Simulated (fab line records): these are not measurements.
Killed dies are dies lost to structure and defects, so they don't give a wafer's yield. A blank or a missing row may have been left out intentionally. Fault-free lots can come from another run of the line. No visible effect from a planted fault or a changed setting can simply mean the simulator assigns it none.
Matching of chambers	flow nandHarc	rieDiel-12 running NHARC_P_CONTACT_ETCH_35: 4 sister chambers
The step etches the open film in CF4, target depth 39 nm, time 65 s. 8 wafers are shown with their chamber, then 9 later ones without.

== WAFERS PAIRED WITH THEIR CHAMBERS ==
wafer	chamber	drypumpMotorCurrentA (A)	rfVppV (V)
L076.5	0	5.0	150.3
L084.5	0	5.0	150.2
L087.1	1	5.6	153.0
L087.3	3	5.7	151.7
L087.6	2	5.9	151.6
L091.3	1	5.7	152.2
L091.5	2	5.9	152.3
L091.6	3	5.7	149.4

== WAFERS WITHOUT THEIR CHAMBER ==
wafer	drypumpMotorCurrentA (A)	rfVppV (V)
L092.3	5.9	151.0
L092.5	5.9	151.4
L092.6	5.0	149.8
L094.2	5.9	152.1
L094.4	5.0	150.8
L094.6	5.6	151.8
L096.1	5.7	152.6
L096.2	5.0	149.5
L096.3	5.9	151.0

== THE CHAMBER EACH PASSED THROUGH ==
wafer	from the rows above	in truth
L092.3	2	2
L092.5	2	2
L092.6	0	0
L094.2	2	2
L094.4	0	0
L094.6	can't be placed: 1 or 3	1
L096.1	can't be placed: 1 or 3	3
L096.2	0	0
L096.3	2	2
Correct placement for 7 of the 9. Cannot be placed on the basis of these rows: 2; the candidates contain the true chamber in 2. Placed wrongly: 0.
How it was worked out, from the rows above alone: a wafer's distance from a chamber is the root of the sum, over the readings, of the square of ((its reading less the chamber's mean) divided by the reading's scatter). If the next closest chamber is less than 2 further off than the closest, the wafer can't be placed; otherwise it belongs to the closest. Each chamber's mean is taken over the wafers shown for it. How the scatter is found: for the shown wafers, subtract from each reading the mean of its chamber, square and add these, divide the total by (wafers less chambers), then take the root.
